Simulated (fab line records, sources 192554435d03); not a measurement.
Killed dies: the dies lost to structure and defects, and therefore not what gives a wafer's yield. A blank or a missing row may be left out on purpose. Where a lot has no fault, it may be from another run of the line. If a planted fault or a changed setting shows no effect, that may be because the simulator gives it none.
Chamber matching || flow n5-finfet || 3 sister chambers for N5_FIN_SAQP_HM_DEP_03 on pecvd-01
The step deposits SiNx from SiH4/NH3/N2, target thk 38 nm, time 33.6 s. 14 wafers are shown with their chamber, then 7 later ones without.

## WAFERS WITH THEIR CHAMBER
{"wafer": "L076.1", "chamber": 0, "throttle-valve-pct (%)": 38.1, "showerhead-plenum-p-Torr (Torr)": 5.12, "heater-power-w (W)": 915}
{"wafer": "L076.4", "chamber": 2, "throttle-valve-pct (%)": 36.8, "showerhead-plenum-p-Torr (Torr)": 5.17, "heater-power-w (W)": 643}
{"wafer": "L076.6", "chamber": 1, "throttle-valve-pct (%)": 41.3, "showerhead-plenum-p-Torr (Torr)": 5.19, "heater-power-w (W)": 896}
{"wafer": "L079.1", "chamber": 0, "throttle-valve-pct (%)": 38.5, "showerhead-plenum-p-Torr (Torr)": 5.12, "heater-power-w (W)": 1055}
{"wafer": "L079.4", "chamber": 2, "throttle-valve-pct (%)": 36.9, "showerhead-plenum-p-Torr (Torr)": 5.17, "heater-power-w (W)": 684}
{"wafer": "L079.6", "chamber": 0, "throttle-valve-pct (%)": 38.4, "showerhead-plenum-p-Torr (Torr)": 5.12, "heater-power-w (W)": 1045}
{"wafer": "L081.2", "chamber": 0, "throttle-valve-pct (%)": 38.0, "showerhead-plenum-p-Torr (Torr)": 5.12, "heater-power-w (W)": 1090}
{"wafer": "L081.4", "chamber": 2, "throttle-valve-pct (%)": 36.6, "showerhead-plenum-p-Torr (Torr)": 5.17, "heater-power-w (W)": 749}
{"wafer": "L081.6", "chamber": 0, "throttle-valve-pct (%)": 38.3, "showerhead-plenum-p-Torr (Torr)": 5.13, "heater-power-w (W)": 1068}
{"wafer": "L083.1", "chamber": 0, "throttle-valve-pct (%)": 38.1, "showerhead-plenum-p-Torr (Torr)": 5.13, "heater-power-w (W)": 938}
{"wafer": "L083.3", "chamber": 2, "throttle-valve-pct (%)": 37.1, "showerhead-plenum-p-Torr (Torr)": 5.19, "heater-power-w (W)": 744}
{"wafer": "L083.6", "chamber": 1, "throttle-valve-pct (%)": 41.3, "showerhead-plenum-p-Torr (Torr)": 5.20, "heater-power-w (W)": 917}
{"wafer": "L086.2", "chamber": 0, "throttle-valve-pct (%)": 38.2, "showerhead-plenum-p-Torr (Torr)": 5.12, "heater-power-w (W)": 1111}
{"wafer": "L086.4", "chamber": 1, "throttle-valve-pct (%)": 41.4, "showerhead-plenum-p-Torr (Torr)": 5.20, "heater-power-w (W)": 797}

SIGNATURES, as means of the wafers listed above
{"reading": "throttle-valve-pct", "chamber 0": 38.229, "chamber 1": 41.333, "chamber 2": 36.850, "scatter within a chamber": 0.173}
{"reading": "showerhead-plenum-p-Torr", "chamber 0": 5.1229, "chamber 1": 5.1967, "chamber 2": 5.1750, "scatter within a chamber": 0.00681}
{"reading": "heater-power-w", "chamber 0": 1031.71, "chamber 1": 870.00, "chamber 2": 705.00, "scatter within a chamber": 67.5}
Rule: a wafer's distance from a chamber is the root of the sum, over the readings, of the square of ((its reading less the chamber's mean) divided by the reading's scatter). If the next closest chamber is less than 2 further off than the closest, the wafer can't be placed; otherwise it belongs to the closest. How the scatter is found: for the shown wafers, subtract from each reading the mean of its chamber, square and add these, divide the total by (wafers less chambers), then take the root.

## WAFERS WHOSE CHAMBER IS MISSING
{"wafer": "L086.6", "throttle-valve-pct (%)": 38.3, "showerhead-plenum-p-Torr (Torr)": 5.12, "heater-power-w (W)": 1114}
{"wafer": "L090.2", "throttle-valve-pct (%)": 38.2, "showerhead-plenum-p-Torr (Torr)": 5.13, "heater-power-w (W)": 1022}
{"wafer": "L090.3", "throttle-valve-pct (%)": 41.3, "showerhead-plenum-p-Torr (Torr)": 5.20, "heater-power-w (W)": 905}
{"wafer": "L090.5", "throttle-valve-pct (%)": 37.3, "showerhead-plenum-p-Torr (Torr)": 5.16, "heater-power-w (W)": 738}
{"wafer": "L097.2", "throttle-valve-pct (%)": 41.3, "showerhead-plenum-p-Torr (Torr)": 5.18, "heater-power-w (W)": 803}
{"wafer": "L097.4", "throttle-valve-pct (%)": 41.7, "showerhead-plenum-p-Torr (Torr)": 5.20, "heater-power-w (W)": 842}
{"wafer": "L097.5", "throttle-valve-pct (%)": 38.4, "showerhead-plenum-p-Torr (Torr)": 5.12, "heater-power-w (W)": 1073}

## THE CHAMBER EACH PASSED THROUGH
{"wafer": "L086.6", "from the rows above": 0, "in truth": 0}
{"wafer": "L090.2", "from the rows above": 0, "in truth": 0}
{"wafer": "L090.3", "from the rows above": 1, "in truth": 1}
{"wafer": "L090.5", "from the rows above": 2, "in truth": 2}
{"wafer": "L097.2", "from the rows above": 1, "in truth": 1}
{"wafer": "L097.4", "from the rows above": 1, "in truth": 1}
{"wafer": "L097.5", "from the rows above": 0, "in truth": 0}
7 of 7 placed correctly. Can't be placed from these rows: 0. 0 placed wrongly.
